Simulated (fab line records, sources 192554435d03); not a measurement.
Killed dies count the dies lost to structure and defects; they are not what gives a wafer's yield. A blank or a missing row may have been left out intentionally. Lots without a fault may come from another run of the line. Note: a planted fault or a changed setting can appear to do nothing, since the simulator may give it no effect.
Chamber matching	flow n5_finfet	N5_BEOL_M4_ETCH_77 on rie_diel-01 has 4 sister chambers
The step etches underlayer in N2/H2, target depth 6.5 nm, time 5.2 s. 14 wafers are shown with their chamber, then 7 later ones without.

== EACH WAFER AND ITS CHAMBER ==
wafer	chamber	drypump_motor_current_A (A)	showerhead_plenum_p_Torr (Torr)	throttle_valve_pct (%)
L078.1	3	5.5	2.51	18.11
L078.3	2	5.3	2.51	18.11
L078.5	2	5.3	2.51	18.11
L082.2	2	5.3	2.51	18.11
L082.4	1	6.4	2.56	17.41
L082.6	3	5.5	2.51	18.13
L085.1	1	6.4	2.56	17.42
L085.4	3	5.4	2.50	18.14
L085.5	2	5.3	2.50	17.68
L086.1	0	6.7	2.61	17.66
L086.2	3	5.5	2.50	18.12
L086.5	1	6.4	2.56	17.42
L087.3	3	5.5	2.50	18.16
L087.4	2	5.3	2.50	17.69

SIGNATURES (means of the wafers above)
reading	chamber 0	chamber 1	chamber 2	chamber 3	scatter within a chamber
drypump_motor_current_A	6.700	6.400	5.300	5.480	0.0283
showerhead_plenum_p_Torr	2.6100	2.5600	2.5060	2.5040	0.0049
throttle_valve_pct	17.6600	17.4167	17.9400	18.1320	0.148
Rule: for each reading, subtract the chamber's mean from the wafer's reading, divide by that reading's scatter and square the result; add these up over the readings and take the root, which gives the wafer's distance from the chamber. If the next closest chamber is less than 2 further off than the closest, the wafer can't be placed; otherwise it belongs to the closest. The scatter: take each reading less its chamber's mean, square it, sum over the shown wafers, divide by the number of wafers less the number of chambers, and take the root.

== WAFERS WITH NO CHAMBER GIVEN ==
wafer	drypump_motor_current_A (A)	showerhead_plenum_p_Torr (Torr)	throttle_valve_pct (%)
L087.6	5.3	2.50	17.67
L089.1	6.5	2.56	17.40
L089.2	5.5	2.50	18.16
L089.4	5.3	2.50	17.68
L091.1	6.4	2.55	17.47
L091.3	5.3	2.50	17.72
L091.4	5.5	2.50	17.77

== WHICH CHAMBER EACH WENT THROUGH ==
wafer	from the rows above	in truth
L087.6	2	2
L089.1	1	1
L089.2	3	3
L089.4	2	2
L091.1	1	1
L091.3	2	2
L091.4	3	3
Placed correctly: 7 of 7. Can't be placed from these rows: 0. Number placed wrongly: 0.
